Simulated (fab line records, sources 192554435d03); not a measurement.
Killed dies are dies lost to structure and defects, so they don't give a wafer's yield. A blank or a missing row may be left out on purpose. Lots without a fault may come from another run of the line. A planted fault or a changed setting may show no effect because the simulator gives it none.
Chamber matching | flow n5_finfet | N5_BEOL_M9_ILD_DEP_00 on pecvd-01: 3 sister chambers
The step deposits SiCOH lowk from DEMS/porogen, target thk 308.51 nm, time 58 s. 3 wafers are shown with their chamber, then 9 later ones without.

WAFERS WITH THEIR CHAMBER
wafer  | chamber | throttle_valve_pct (%)
L082.6 | 1       | 14.0
L086.1 | 0       | 14.9
L086.4 | 2       | 14.0

WAFERS WITHOUT THEIR CHAMBER
wafer  | throttle_valve_pct (%)
L093.1 | 13.8
L093.3 | 14.1
L093.5 | 15.1
L094.1 | 13.8
L094.2 | 15.1
L094.5 | 14.9
L096.2 | 15.3
L096.4 | 14.0
L096.6 | 14.1

WHICH CHAMBER EACH WENT THROUGH
wafer  | from the rows above     | in truth
L093.1 | can't be placed: 1 or 2 | 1
L093.3 | can't be placed: 1 or 2 | 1
L093.5 | 0                       | 0
L094.1 | can't be placed: 1 or 2 | 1
L094.2 | 0                       | 0
L094.5 | 0                       | 0
L096.2 | 0                       | 0
L096.4 | can't be placed: 1 or 2 | 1
L096.6 | can't be placed: 1 or 2 | 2
Placed correctly: 4 of 9. Can't be placed from these rows: 5 (the true chamber is among the candidates in 5). Placed wrongly: 0.
How it was worked out, from the rows above alone: a wafer's distance from a chamber is the root of the sum, over the readings, of the square of ((its reading less the chamber's mean) divided by the reading's scatter). The wafer belongs to the nearest chamber; if the next one is less than 2 further off, it can't be placed. A chamber's mean is the mean of its shown wafers. The scatter: with one shown wafer a chamber, the root of the mean of the squares of how far each hidden wafer lies from its nearest shown one.
